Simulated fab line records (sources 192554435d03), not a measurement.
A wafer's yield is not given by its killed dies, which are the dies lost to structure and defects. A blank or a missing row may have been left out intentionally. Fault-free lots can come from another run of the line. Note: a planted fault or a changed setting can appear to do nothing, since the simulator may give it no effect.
The tool behind it: which one? | flow n5-finfet | 30 wafers from 10 lots sampled at 5 of the route's 1938 steps

## WHAT EACH GAUGE READ, for each wafer
N5_BEOL_M4_RC_MEAS_101. Usual: DIBL_N 36.1 mV/V, standard deviation 1.6; DIBL_P 35.8 mV/V, standard deviation 2.1; IOFF_N 0.16 nA/um, standard deviation 0.031; IOFF_N_85C 3.1 nA/um, standard deviation 0.51; IOFF_N_LIN 0.074 nA/um, standard deviation 0.012; IOFF_N_LONG 5.54e-05 nA/um, standard deviation 2.4e-06; IOFF_P 0.21 nA/um, standard deviation 0.034; IOFF_P_85C 3.6 nA/um, standard deviation 0.51; IOFF_P_LIN 0.099 nA/um, standard deviation 0.013; ION_N 673 uA/um, standard deviation 12; ION_P 461 uA/um, standard deviation 7.2; REXT_N 75.8 ohm.um, standard deviation 1.3; REXT_P 101.6 ohm.um, standard deviation 2; SS_N 71.4 mV/dec, standard deviation 0.59; SS_P 73.3 mV/dec, standard deviation 0.63; VT_N 250 mV, standard deviation 3.1; VT_P -250 mV, standard deviation 3.3.
lot  | measured     | on        | DIBL_N (mV/V)  | DIBL_P (mV/V)  | IOFF_N (nA/um)    | IOFF_N_85C (nA/um) | IOFF_N_LIN (nA/um) | IOFF_N_LONG (nA/um)        | IOFF_P (nA/um)  | IOFF_P_85C (nA/um) | IOFF_P_LIN (nA/um) | ION_N (uA/um) | ION_P (uA/um) | REXT_N (ohm.um) | REXT_P (ohm.um)   | SS_N (mV/dec)     | SS_P (mV/dec)    | VT_N (mV)   | VT_P (mV)      | flag
L147 | day 8 07:15  | prober-02 | 36.1 36.0 36.9 | 36.1 35.6 36.0 | 0.17 0.16 0.17    | 3.1 3.1 3.2        | 0.076 0.075 0.081  | 5.38e-05 5.48e-05 5.42e-05 | 0.21 0.21 0.21  | 3.6 3.6 3.6        | 0.101 0.099 0.099  | 676 670 689   | 463 457 465   | 76.9 75.7 76.7  | 105.0 104.2 104.7 | 71.7 71.8 71.4    | 73.4 73.3 74.3   | 248 249 247 | -253 -250 -252 |
L148 | day 8 07:31  | prober-01 | 35.3 38.5 36.4 | 35.4 38.8 37.1 | 0.15 0.21 0.16    | 2.9 3.9 3.2        | 0.068 0.090 0.074  | 5.39e-05 5.44e-05 5.26e-05 | 0.19 0.24 0.23  | 3.4 4.1 3.9        | 0.092 0.109 0.104  | 674 687 674   | 457 461 465   | 75.4 75.3 75.5  | 104.5 104.4 102.9 | 71.6 72.6 71.7    | 73.0 73.6 73.4   | 249 245 250 | -251 -249 -247 |
L152 | day 9 10:52  | prober-01 | 39.2 37.8 38.8 | 40.4 38.3 38.2 | 0.20 0.17 0.19    | 3.8 3.3 3.6        | 0.093 0.079 0.081  | 5.51e-05 5.43e-05 5.5e-05  | 0.27 0.25 0.24  | 4.7 4.2 4.2        | 0.121 0.114 0.111  | 688 676 675   | 470 465 461   | 75.7 75.9 74.4  | 99.0 98.5 98.7    | 71.9 71.4 72.3    | 74.5 74.2 73.5   | 246 248 252 | -246 -245 -248 |
L155 | day 10 12:10 | prober-01 | 38.0 37.3 36.9 | 38.3 35.4 35.4 | 0.17 0.14 0.14    | 3.3 2.8 2.7        | 0.080 0.068 0.065  | 5.48e-05 5.56e-05 5.5e-05  | 0.26 0.21 0.21  | 4.3 3.5 3.6        | 0.120 0.101 0.102  | 679 660 664   | 480 458 462   | 74.6 73.9 73.7  | 102.0 104.0 102.5 | 72.0 71.1 71.9    | 73.9 73.1 72.7   | 250 249 253 | -244 -249 -248 |
L157 | day 10 18:57 | prober-01 | 35.4 35.0 35.7 | 36.1 35.7 36.6 | 0.14 0.14 0.14    | 2.8 2.9 2.9        | 0.069 0.069 0.068  | 5.22e-05 5.21e-05 5.04e-05 | 0.17 0.17 0.18  | 3.1 3.0 3.3        | 0.085 0.083 0.088  | 667 676 664   | 452 460 452   | 75.4 75.4 76.4  | 101.3 101.6 101.2 | 71.0 71.0 71.4    | 73.5 72.2 73.3   | 253 251 254 | -256 -255 -255 |
L161 | day 11 13:50 | prober-02 | 37.1 35.9 36.5 | 36.5 36.2 36.0 | 0.18 0.16 0.17    | 3.5 3.2 3.4        | 0.084 0.076 0.080  | 5.7e-05 5.55e-05 5.63e-05  | 0.21 0.21 0.21  | 3.6 3.6 3.5        | 0.098 0.098 0.096  | 686 676 678   | 469 464 460   | 73.8 75.1 73.0  | 100.5 100.6 99.7  | 72.0 71.6 71.8    | 73.1 73.7 73.5   | 246 247 248 | -251 -252 -252 |
L163 | day 12 10:47 | prober-01 | 77.3 85.2 93.4 | 56.0 78.7 67.5 | 10.18 12.52 20.59 | 103.6 123.1 185.4  | 0.263 0.266 0.374  | 4.97e-05 4.8e-05 4.85e-05  | 2.60 14.43 7.65 | 30.7 128.9 75.8    | 0.198 0.385 0.308  | 612 594 609   | 412 409 407   | 80.5 81.0 81.8  | 108.7 109.4 109.8 | 122.5 131.8 138.7 | 94.9 129.3 114.0 | 246 247 245 | -249 -248 -249 | OFF
L165 | day 12 17:00 | prober-01 | 36.2 35.7 38.9 | 36.4 36.7 39.9 | 0.15 0.14 0.20    | 3.0 2.9 3.9        | 0.071 0.069 0.089  | 5.36e-05 5.47e-05 5.49e-05 | 0.20 0.20 0.25  | 3.7 3.7 4.4        | 0.098 0.098 0.112  | 669 673 676   | 461 465 463   | 76.1 74.8 75.2  | 105.3 102.4 103.5 | 70.9 71.5 72.4    | 73.8 73.3 74.3   | 250 251 246 | -251 -250 -247 |
L169 | day 13 13:10 | prober-02 | 33.8 39.8 37.5 | 31.7 39.0 36.7 | 0.11 0.26 0.18    | 2.3 4.6 3.5        | 0.056 0.110 0.086  | 5.82e-05 5.96e-05 5.81e-05 | 0.18 0.31 0.27  | 3.2 5.0 4.4        | 0.094 0.139 0.124  | 650 699 690   | 464 474 471   | 74.5 74.4 75.5  | 100.7 102.9 101.1 | 70.8 71.7 71.7    | 71.4 73.9 73.3   | 253 241 244 | -249 -241 -244 |
L170 | day 13 22:20 | prober-02 | 34.9 35.4 36.7 | 36.0 36.3 38.3 | 0.16 0.17 0.21    | 3.1 3.3 3.9        | 0.075 0.080 0.093  | 5.73e-05 5.75e-05 5.77e-05 | 0.20 0.21 0.24  | 3.5 3.6 4.0        | 0.097 0.100 0.108  | 682 674 688   | 463 461 463   | 76.6 76.7 76.9  | 102.1 102.2 103.1 | 71.6 71.3 72.0    | 73.4 74.2 73.9   | 248 248 242 | -247 -248 -248 |

## TOOL THAT RAN EACH LOT (tool first, then ch and the chambers of the sampled wafers, then the start)
lot  | N5_BEOL_M1_SPUTTER_48        | N5_BEOL_M4_SPUTTER_79        | N5_BEOL_M4_ANNEAL_87         | N5_BEOL_M4_ANNEAL_89
L147 | pvd-sputter-02, day 6 11:26  | pvd-sputter-03, day 8 04:37  | pvd-sputter-03, day 8 05:08  | pvd-sputter-03, day 8 05:21
L148 | pvd-sputter-01, day 6 15:29  | pvd-sputter-01, day 8 04:43  | pvd-sputter-01, day 8 05:14  | pvd-sputter-01, day 8 05:28
L152 | pvd-sputter-01, day 7 13:02  | pvd-sputter-02, day 9 08:11  | pvd-sputter-02, day 9 08:42  | pvd-sputter-02, day 9 08:55
L155 | pvd-sputter-01, day 8 12:13  | pvd-sputter-01, day 10 08:23 | pvd-sputter-01, day 10 08:54 | pvd-sputter-01, day 10 09:07
L157 | pvd-sputter-03, day 9 03:47  | pvd-sputter-03, day 10 16:13 | pvd-sputter-03, day 10 16:44 | pvd-sputter-03, day 10 16:58
L161 | pvd-sputter-02, day 9 23:55  | pvd-sputter-02, day 11 11:07 | pvd-sputter-02, day 11 11:38 | pvd-sputter-02, day 11 11:52
L163 | pvd-sputter-01, day 10 11:01 | pvd-sputter-03, day 12 08:00 | pvd-sputter-03, day 12 08:31 | pvd-sputter-03, day 12 08:44
L165 | pvd-sputter-03, day 10 20:32 | pvd-sputter-03, day 12 14:09 | pvd-sputter-03, day 12 14:40 | pvd-sputter-03, day 12 14:53
L169 | pvd-sputter-03, day 11 19:50 | pvd-sputter-02, day 13 10:19 | pvd-sputter-02, day 13 10:50 | pvd-sputter-02, day 13 11:04
L170 | pvd-sputter-02, day 12 10:11 | pvd-sputter-01, day 13 19:23 | pvd-sputter-01, day 13 19:55 | pvd-sputter-01, day 13 20:08
- N5_BEOL_M1_SPUTTER_48: material Cu, target thk 4.5 nm, time 8.29 s.
- N5_BEOL_M4_SPUTTER_79: material Cu, target thk 4.5 nm, time 8.29 s.
- N5_BEOL_M4_ANNEAL_87: time 240 s.
- N5_BEOL_M4_ANNEAL_89: time 240 s.

## WHAT THE TOOLS THEMSELVES READ (means of the sampled wafers that have a number; where no wafer has one, the mark that the record gives instead)
N5_BEOL_M1_SPUTTER_48. Usual: chamber-pressure-pa 0.07 Pa, standard deviation 0.00014; throttle-valve-pct 30.0 %, standard deviation 0.95.
lot  | tool           | chamber-pressure-pa (Pa) | throttle-valve-pct (%) | flag
L147 | pvd-sputter-02 | 0.07                     | 29.5                   |
L148 | pvd-sputter-01 | 0.07                     | 30.0                   |
L152 | pvd-sputter-01 | 0.07                     | 30.2                   |
L155 | pvd-sputter-01 | 0.07                     | 29.9                   |
L157 | pvd-sputter-03 | 0.07                     | 30.0                   |
L161 | pvd-sputter-02 | 0.07                     | 29.4                   |
L163 | pvd-sputter-01 | 0.07                     | 30.4                   |
L165 | pvd-sputter-03 | 0.07                     | 30.7                   |
L169 | pvd-sputter-03 | 0.07                     | 29.5                   |
L170 | pvd-sputter-02 | 0.07                     | 29.1                   |

N5_BEOL_M4_SPUTTER_79. Usual: chamber-pressure-pa 0.07 Pa, standard deviation 0.00014; throttle-valve-pct 30.1 %, standard deviation 0.91.
lot  | tool           | chamber-pressure-pa (Pa) | throttle-valve-pct (%) | flag
L147 | pvd-sputter-03 | 0.07                     | 29.4                   |
L148 | pvd-sputter-01 | 0.07                     | 30.1                   |
L152 | pvd-sputter-02 | 0.07                     | 29.5                   |
L155 | pvd-sputter-01 | 0.07                     | 29.7                   |
L157 | pvd-sputter-03 | 0.07                     | 29.8                   |
L161 | pvd-sputter-02 | 0.07                     | 29.1                   |
L163 | pvd-sputter-03 | 0.07                     | 29.6                   |
L165 | pvd-sputter-03 | 0.07                     | 29.8                   |
L169 | pvd-sputter-02 | 0.07                     | 29.4                   |
L170 | pvd-sputter-01 | 0.07                     | 30.4                   |

N5_BEOL_M4_ANNEAL_87. Usual: heater-power-w 808 W, standard deviation 85; susceptor_temp_C_max 400.9, standard deviation 0.32.
lot  | tool           | heater-power-w (W) | susceptor_temp_C_max | flag
L147 | pvd-sputter-03 | 752                | 400.8                |
L148 | pvd-sputter-01 | 821                | 401.0                |
L152 | pvd-sputter-02 | 850                | 401.0                |
L155 | pvd-sputter-01 | 749                | 400.9                |
L157 | pvd-sputter-03 | 835                | 400.9                |
L161 | pvd-sputter-02 | 749                | 401.1                |
L163 | pvd-sputter-03 | 778                | 400.8                |
L165 | pvd-sputter-03 | 807                | 401.1                |
L169 | pvd-sputter-02 | 758                | 401.1                |
L170 | pvd-sputter-01 | 863                | 400.8                |

N5_BEOL_M4_ANNEAL_89. Usual: heater-power-w 809 W, standard deviation 88; susceptor_temp_C_max 400.9, standard deviation 0.32.
lot  | tool           | heater-power-w (W) | susceptor_temp_C_max | flag
L147 | pvd-sputter-03 | 760                | 400.7                |
L148 | pvd-sputter-01 | 819                | 401.0                |
L152 | pvd-sputter-02 | 845                | 400.9                |
L155 | pvd-sputter-01 | 735                | 400.8                |
L157 | pvd-sputter-03 | 830                | 401.1                |
L161 | pvd-sputter-02 | 761                | 400.8                |
L163 | pvd-sputter-03 | 772                | 400.8                |
L165 | pvd-sputter-03 | 807                | 401.0                |
L169 | pvd-sputter-02 | 748                | 401.1                |
L170 | pvd-sputter-01 | 869                | 400.8                |

## THE ANSWER, worked out from the rows above alone
Rule: a lot counts as off when the mean over its wafers that have a number is more than 3 standard deviations away from the usual mean. A lot without any number at a reading at which 4 lots or more have one is off too. Where the step has rows for the other lots, those lots are counted as sound. The gauges are gone through in route order, then the tools' own readings, and for those a lot's mean is taken as printed above. At the first step where some lot is off, the reading lying furthest off is the one used; lots without a number count as furthest.
Off: L163, seen at N5_BEOL_M4_RC_MEAS_101 (IOFF_N).
A tool fits if, at a process step before that reading, it ran every lot that is off, and no sound lot after the first of them. Gauges at N5_BEOL_M4_RC_MEAS_101: tried the same way as those tools. One fits: pvd-sputter-01 at N5_BEOL_M1_SPUTTER_48. Its last sound lot is L155 (day 8 12:13), its first lot that is off L163 (day 10 11:01): a fault that began between those two fits.

## WHAT THE SIMULATOR PUT IN
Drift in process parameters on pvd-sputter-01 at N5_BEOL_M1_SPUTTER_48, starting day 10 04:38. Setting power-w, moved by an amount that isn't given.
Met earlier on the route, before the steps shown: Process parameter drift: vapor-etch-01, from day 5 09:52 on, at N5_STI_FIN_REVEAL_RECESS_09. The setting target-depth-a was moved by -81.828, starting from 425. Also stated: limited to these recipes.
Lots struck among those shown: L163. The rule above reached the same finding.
